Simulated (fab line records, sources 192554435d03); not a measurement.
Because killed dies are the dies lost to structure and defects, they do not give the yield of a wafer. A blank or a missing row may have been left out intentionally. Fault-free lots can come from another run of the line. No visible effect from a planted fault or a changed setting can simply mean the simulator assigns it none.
fab line records ; flow n5-finfet ; part 2 of 2: steps 5 to 6 of 6
record: lots: 20; wafers: 60; last-day: 20
route steps=1938 shown GATE_CUT@469
lots that met no fault: from a run of the same line without faults
start-h: start of the lot's first displayed wafer, in hours after the record's first day ; wait-h: hours elapsed since this lot's preceding step ; " unchanged from the row above ; L1.1+2: a single row standing in for several wafers ; - no value, or no start was given ; * or withheld: withheld ; < > ~ a bound
route shown NAME@n: a module of which the file shows steps, and the number in the route of the first ; usual: mean/standard deviation of fault-free wafers ; same: alike in all rows ; chamber/n: place in a boat ; sites: each site's reading ; _std_site: the standard deviation of these ; _edge_site: outer sites' mean less inner sites' ; radius-mm: how far each site lies from the wafer's centre ; mask NAME#n: copy n ; behind: the tool/chamber that last shaped the wafer ; hold: why the lot was held/for how many hours/how that ended ; device: the transistor (n, p or np) that didn't switch ; end of line: tests run on the same wafers once the route is complete ; a step given without rows: its recipe and nothing more ; killed: not the wafer's yield, but the dies lost to structure and defects at the first sort ; map: per-die view of a wafer (x killed, . not killed, _ where there is no die)
set.NAME: the setting that was run; set.NAME@STEP: the one run at that earlier step ; model.NAME: the simulator's own value behind a step, which no gauge read
steps of the route over a sample of lots; a table a step, a row a wafer
services: when a tool's chamber went out of use (start-h, in hours from the record's first day, below 0 if earlier), for how many hours, and the reason
== steps ==
step: N5_GATE_CUT_STRIP_41
recipe: chemistry: CF4; resist: SiARC; power-w: 300; bias-power-w: 75; pressure-mtorr: 50; cf4-flow-sccm: 150; rf-frequency-hz: 6e+07
usual: bias-power-w: 74.94/0.2; drypump-motor-current-A: 5.8/0.56; oes-product-au: 0.188/0.016; rf-vpp-V: 271.5/1.4; showerhead-plenum-p-Torr: 1.80/0.055; throttle-valve-pct: 13.43/0.17
lot.wafer;tool;chamber;start-h;wait-h;bias-power-w;drypump-motor-current-A;oes-product-au;rf-hours-counter-h;rf-vpp-V;showerhead-plenum-p-Torr;throttle-valve-pct
L075.1;rie-diel-02;1;91.18;0.0;74.98;6.4;0.216;5;271.9;1.91;13.30
L075.4;rie-diel-02;2;91.18;0.0;75.11;6.1;0.193;38;272.0;1.82;13.46
L075.5;rie-diel-02;1;91.18;0.0;74.70;6.4;0.226;-;272.1;1.91;13.29
L076.2;rie-diel-02;3;98.75;0.0;74.96;4.7;0.198;45;271.2;1.76;13.27
L076.3;rie-diel-02;2;98.75;0.0;75.19;6.1;0.198;40;272.0;1.82;13.47
L076.5;rie-diel-02;1;98.75;0.0;75.00;6.4;0.218;-;273.9;1.90;13.30
L077.1;rie-diel-05;0;103.77;0.0;74.66;5.0;0.176;141;272.5;1.87;13.45
L077.4;rie-diel-05;2;103.77;0.0;74.80;5.3;0.224;8;270.6;1.77;13.27
L077.5;rie-diel-05;1;103.77;0.0;74.82;6.0;0.172;-;270.8;1.80;13.35
L078.1;rie-diel-02;1;105.86;0.0;74.78;6.4;0.209;9;272.8;1.90;13.29
L078.4;rie-diel-02;3;105.86;0.0;74.74;4.7;0.196;46;269.9;1.76;13.27
L078.6;rie-diel-02;1;105.86;0.0;74.93;6.4;0.216;-;271.7;1.90;13.30
L079.4;rie-diel-02;1;115.71;0.0;74.70;6.4;0.212;11;273.8;1.90;13.30
L079.5;rie-diel-02;1;115.71;0.0;74.88;6.4;0.207;-;273.4;1.90;13.30
L079.6;rie-diel-02;2;115.71;0.0;74.80;6.1;0.195;-;273.2;1.82;13.47
L080.2;rie-diel-06;0;124.38;0.0;75.19;6.2;0.165;208;271.3;1.77;13.47
L080.3;rie-diel-06;2;124.38;0.0;75.12;6.6;0.166;225;271.2;1.77;13.86
L080.6;rie-diel-06;3;124.38;0.0;75.11;5.8;0.195;-;270.3;1.74;13.59
L081.1;rie-diel-02;2;124.89;0.0;75.00;6.1;0.187;46;272.5;1.82;13.49
L081.4;rie-diel-02;0;124.89;0.0;74.98;5.8;0.193;81;272.5;1.81;13.18
L081.5;rie-diel-02;2;124.89;0.0;74.92;6.1;0.199;-;271.0;1.82;13.48
L082.1;rie-diel-05;2;132.52;0.0;74.64;5.3;0.216;16;269.4;1.76;13.28
L082.5;rie-diel-05;3;132.52;0.0;74.90;5.8;0.177;-;271.6;1.87;13.30
L082.6;rie-diel-05;2;132.52;0.0;74.84;5.3;0.218;-;270.6;1.76;13.28
L083.1;rie-diel-06;3;139.87;0.0;74.94;5.8;0.185;93;270.7;1.74;13.62
L083.4;rie-diel-06;0;139.87;0.0;75.02;6.2;0.161;-;271.5;1.77;13.49
L083.6;rie-diel-06;1;139.87;0.0;74.38;5.2;0.189;-;269.4;1.74;13.46
L086.1;rie-diel-02;1;157.28;0.0;75.05;6.4;0.208;20;272.6;1.90;13.30
L086.4;rie-diel-02;2;157.28;0.0;75.03;6.1;0.182;53;271.3;1.82;13.49
L086.5;rie-diel-02;3;157.28;0.0;74.73;4.7;0.191;-;270.1;1.75;13.30
L085.3;rie-diel-02;0;158.74;0.0;75.25;5.7;0.187;88;270.8;1.81;13.19
L085.4;rie-diel-02;2;158.74;0.0;74.91;6.1;0.185;54;272.8;1.82;13.52
L085.5;rie-diel-02;0;158.74;0.0;74.73;5.8;0.190;-;270.8;1.81;13.18
L089.3;rie-diel-06;1;175.81;0.0;74.77;5.3;0.195;86;270.2;1.74;13.48
L089.4;rie-diel-06;2;175.81;0.0;74.58;6.6;0.164;232;270.7;1.77;13.87
L089.6;rie-diel-06;2;175.81;0.0;74.83;6.6;0.164;-;270.2;1.77;13.87
L088.1;rie-diel-05;1;176.67;0.0;74.71;6.0;0.171;152;270.5;1.79;13.40
L088.4;rie-diel-05;2;176.67;0.0;75.02;5.3;0.216;25;270.2;1.76;13.30
L088.6;rie-diel-05;3;176.67;0.0;74.92;5.8;0.179;-;272.6;1.87;13.33
L090.1;rie-diel-06;3;181.91;0.0;75.31;5.8;0.176;103;270.3;1.73;13.63
L090.5;rie-diel-06;1;181.91;0.0;74.95;5.2;0.188;-;270.0;1.74;13.47
L090.6;rie-diel-06;2;181.91;0.0;74.90;6.6;0.162;-;271.2;1.77;13.88
L092.2;rie-diel-06;0;193.28;0.0;74.80;6.2;0.158;228;271.6;1.77;13.52
L092.4;rie-diel-06;1;193.28;0.0;74.94;5.2;0.183;93;269.8;1.74;13.48
L092.5;rie-diel-06;1;193.28;0.0;75.12;5.2;0.183;-;269.7;1.74;13.49
L093.2;rie-diel-05;3;201.65;0.0;75.18;5.8;0.170;152;272.7;1.87;13.34
L093.3;rie-diel-05;1;201.65;0.0;74.67;6.0;0.173;161;270.3;1.79;13.41
L093.4;rie-diel-05;0;201.65;0.0;74.65;5.0;0.179;165;273.2;1.86;13.52
L094.2;rie-diel-02;2;204.50;0.0;74.88;6.1;0.179;73;271.3;1.81;13.56
L094.4;rie-diel-02;2;204.50;0.0;74.92;6.1;0.190;-;271.5;1.81;13.55
L094.5;rie-diel-02;1;204.50;0.0;75.11;6.4;0.193;-;272.9;1.90;13.38
L095.1;rie-diel-05;2;212.05;0.0;74.97;5.3;0.208;38;271.1;1.76;13.34
L095.3;rie-diel-05;0;212.05;0.0;74.57;5.0;0.176;169;271.0;1.86;13.52
L095.6;rie-diel-05;3;212.05;0.0;74.64;5.7;0.168;-;271.9;1.86;13.36
L096.2;rie-diel-06;2;218.82;0.0;75.31;6.6;0.156;245;270.9;1.77;13.88
L096.4;rie-diel-06;0;218.82;0.0;75.01;6.2;0.157;235;271.0;1.77;13.53
L096.6;rie-diel-06;2;218.82;0.0;75.30;6.6;0.157;-;271.1;1.77;13.89
L097.1;rie-diel-02;0;241.60;0.0;74.88;5.8;0.188;111;271.4;1.80;13.22
L097.2;rie-diel-02;3;241.60;0.0;75.01;4.7;0.186;79;270.0;1.75;13.33
L097.5;rie-diel-02;2;241.60;0.0;74.92;6.1;0.186;-;272.3;1.81;13.57
step: N5_GATE_CUT_CUT_ETCH_55
recipe: chemistry: BCl3; target: HfO2; mask-material: SiO2; target-depth-a: 32; ion-energy-ev: 30; pressure-mtorr: 5; icp-w: 450; bias-w: 18; bcl3-flow-sccm: 80
usual: drypump-motor-current-A: 5.7/0.39; oes-product-au: 0.78/0.13; throttle-valve-pct: 33.03/0.21
lot.wafer;tool;chamber;start-h;wait-h;drypump-motor-current-A;oes-product-au;rf-hours-counter-h;throttle-valve-pct
L075.1;rie-metal-02;0;91.47;0.0;6.0;0.93;8;32.86
L075.4;rie-metal-02;0;91.47;0.0;6.0;0.93;-;32.88
L075.5;rie-metal-02;0;91.47;0.0;6.0;0.93;-;32.87
L076.2;rie-metal-03;1;99.04;0.0;5.8;0.80;41;33.14
L076.3;rie-metal-03;0;99.04;0.0;4.9;0.80;-;33.41
L076.5;rie-metal-03;1;99.04;0.0;5.8;0.81;-;33.13
L077.1;rie-metal-01;1;104.06;0.0;6.2;0.62;122;32.99
L077.4;rie-metal-01;1;104.06;0.0;6.2;0.63;-;33.01
L077.5;rie-metal-01;0;104.06;0.0;5.6;0.58;-;33.40
L078.1;rie-metal-02;1;106.15;0.0;5.6;0.70;72;33.07
L078.4;rie-metal-02;0;106.15;0.0;6.0;0.92;-;32.87
L078.6;rie-metal-02;1;106.15;0.0;5.5;0.70;-;33.09
L079.4;rie-metal-03;0;116.00;0.0;4.9;0.80;-;33.40
L079.5;rie-metal-03;1;116.00;0.0;5.8;0.80;-;33.13
L079.6;rie-metal-03;0;116.00;0.0;4.9;0.80;-;33.42
L080.2;rie-metal-01;1;124.67;0.0;6.1;0.61;124;33.01
L080.3;rie-metal-01;1;124.67;0.0;6.2;0.63;-;33.01
L080.6;rie-metal-01;0;124.67;0.0;5.5;0.98;-;32.80
L081.1;rie-metal-03;1;125.17;0.0;5.8;0.80;43;33.15
L081.4;rie-metal-03;0;125.17;0.0;4.9;0.80;-;33.41
L081.5;rie-metal-03;1;125.17;0.0;5.8;0.79;-;33.13
L082.1;rie-metal-02;0;132.80;0.0;6.0;0.91;12;32.88
L082.5;rie-metal-02;0;132.80;0.0;6.0;0.91;-;32.87
L082.6;rie-metal-02;1;132.80;0.0;5.5;0.70;-;33.09
L083.1;rie-metal-01;1;140.16;0.0;6.2;0.62;126;33.02
L083.4;rie-metal-01;1;140.16;0.0;6.2;0.61;-;33.01
L083.6;rie-metal-01;0;140.16;0.0;5.6;0.96;-;32.79
L086.1;rie-metal-01;1;157.57;0.0;6.2;0.61;127;33.02
L086.4;rie-metal-01;0;157.57;0.0;5.6;0.93;-;32.80
L086.5;rie-metal-01;1;157.57;0.0;6.2;0.61;-;33.03
L085.3;rie-metal-01;0;159.04;0.0;5.5;0.94;-;32.82
L085.4;rie-metal-01;1;159.04;0.0;6.1;0.61;-;33.02
L085.5;rie-metal-01;1;159.04;0.0;6.2;0.61;-;33.02
L089.3;rie-metal-02;1;176.11;0.0;5.5;0.69;-;33.09
L089.4;rie-metal-02;0;176.11;0.0;6.0;0.89;-;32.88
L089.6;rie-metal-02;1;176.11;0.0;5.5;0.69;-;33.10
L088.1;rie-metal-01;0;176.96;0.0;5.5;0.93;4;32.79
L088.4;rie-metal-01;0;176.96;0.0;5.6;0.91;-;32.78
L088.6;rie-metal-01;1;176.96;0.0;6.2;0.61;-;33.02
L090.1;rie-metal-01;1;182.20;0.0;6.2;0.61;128;33.02
L090.5;rie-metal-01;1;182.20;0.0;6.2;0.61;-;33.02
L090.6;rie-metal-01;0;182.20;0.0;5.5;0.92;-;32.80
L092.2;rie-metal-01;0;193.57;0.0;5.5;0.91;6;32.80
L092.4;rie-metal-01;0;193.57;0.0;5.6;0.91;-;32.80
L092.5;rie-metal-01;1;193.57;0.0;6.2;0.61;-;33.03
L093.2;rie-metal-03;1;201.95;0.0;5.8;0.80;48;33.16
L093.3;rie-metal-03;0;201.95;0.0;5.0;0.79;-;33.41
L093.4;rie-metal-03;1;201.95;0.0;5.8;0.78;-;33.15
L094.2;rie-metal-03;0;204.79;0.0;4.9;0.79;39;33.42
L094.4;rie-metal-03;0;204.79;0.0;4.9;0.79;-;33.41
L094.5;rie-metal-03;0;204.79;0.0;4.9;0.79;-;33.41
L095.1;rie-metal-01;0;212.45;0.1;5.6;0.89;9;32.80
L095.3;rie-metal-01;0;212.45;0.1;5.6;0.89;-;32.82
L095.6;rie-metal-01;0;212.45;0.1;5.6;0.89;-;32.81
L096.2;rie-metal-03;0;219.11;0.0;4.9;0.78;40;33.42
L096.4;rie-metal-03;1;219.11;0.0;5.9;0.79;-;33.16
L096.6;rie-metal-03;1;219.11;0.0;5.8;0.79;-;33.16
L097.1;rie-metal-01;0;241.89;0.0;5.5;0.89;11;32.80
L097.2;rie-metal-01;1;241.89;0.0;6.2;0.97;1;32.65
L097.5;rie-metal-01;0;241.89;0.0;5.6;0.88;-;32.81
== services ==
tool;chamber;start-h;hours;kind
cmp-01;-;82.43;4.0;pm
rie-diel-02;0;96.26;6.7;repair
rie-diel-02;-;97.17;0.2;repair
cmp-01;-;101.41;0.6;repair
rie-metal-01;0;104.51;-;clean
rie-diel-02;-;112.60;2.8;pm
rie-diel-06;2;128.81;12.8;repair
cmp-03;-;129.74;1.4;repair
cmp-04;-;139.07;3.9;pm
cmp-01;-;143.46;4.0;pm
rie-diel-06;-;143.51;0.7;repair
cmp-04;-;148.99;0.9;repair
rie-diel-02;3;173.20;15.3;repair
rie-metal-03;0;173.53;3.5;repair
rie-metal-03;0;179.32;4.5;repair
cmp-03;-;188.76;1.9;repair
rie-diel-02;0;191.16;13.6;repair
cmp-04;-;216.84;2.2;repair
cmp-04;-;233.82;0.3;repair
rie-diel-06;2;235.12;-;clean
rie-diel-06;2;235.12;-;consumable-replace:focus-ring
rie-diel-06;2;235.12;34.8;scheduled-down
rie-diel-06;2;235.12;34.8;vent-cycle
cmp-01;-;240.51;0.3;repair
